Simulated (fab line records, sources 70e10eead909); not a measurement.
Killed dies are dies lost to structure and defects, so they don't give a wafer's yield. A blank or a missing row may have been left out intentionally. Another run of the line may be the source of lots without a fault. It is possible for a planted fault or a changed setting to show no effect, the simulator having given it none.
Chamber matching	flow nand_harc	4 sister chambers for NHARC_A_BLC_ETCH_16 on rie_diel-03
The step etches the open film in CF4, target depth 39 nm, time 65 s. 7 wafers are shown with their chamber, then 7 later ones without.

== EACH WAFER AND ITS CHAMBER ==
wafer	chamber	drypump_motor_current_A (A)	oes_product_au (a.u.)
L193.4	0	5.3	1.008
L193.5	2	6.3	1.009
L194.3	0	5.3	1.007
L196.4	1	5.9	1.006
L196.6	3	5.7	1.000
L197.1	1	5.9	1.002
L197.4	3	5.6	0.999

== WAFERS WITH NO CHAMBER GIVEN ==
wafer	drypump_motor_current_A (A)	oes_product_au (a.u.)
L197.6	6.4	0.997
L209.2	5.7	0.999
L209.5	5.3	1.012
L209.6	6.3	0.994
L214.3	6.3	1.003
L214.5	5.3	1.025
L214.6	5.9	1.009

== CHAMBER TAKEN BY EACH ==
wafer	from the rows above	in truth
L197.6	2	2
L209.2	3	3
L209.5	0	0
L209.6	2	2
L214.3	2	2
L214.5	0	0
L214.6	1	1
7 of 7 placed correctly. Number that these rows cannot place: 0. Number placed wrongly: 0.
How it was worked out, from the rows above alone: a wafer's distance from a chamber is the root of the sum, over the readings, of the square of ((its reading less the chamber's mean) divided by the reading's scatter). If the next closest chamber is less than 2 further off than the closest, the wafer can't be placed; otherwise it belongs to the closest. The mean given for a chamber averages the wafers shown for that chamber. The scatter: take each reading less its chamber's mean, square it, sum over the shown wafers, divide by the number of wafers less the number of chambers, and take the root.
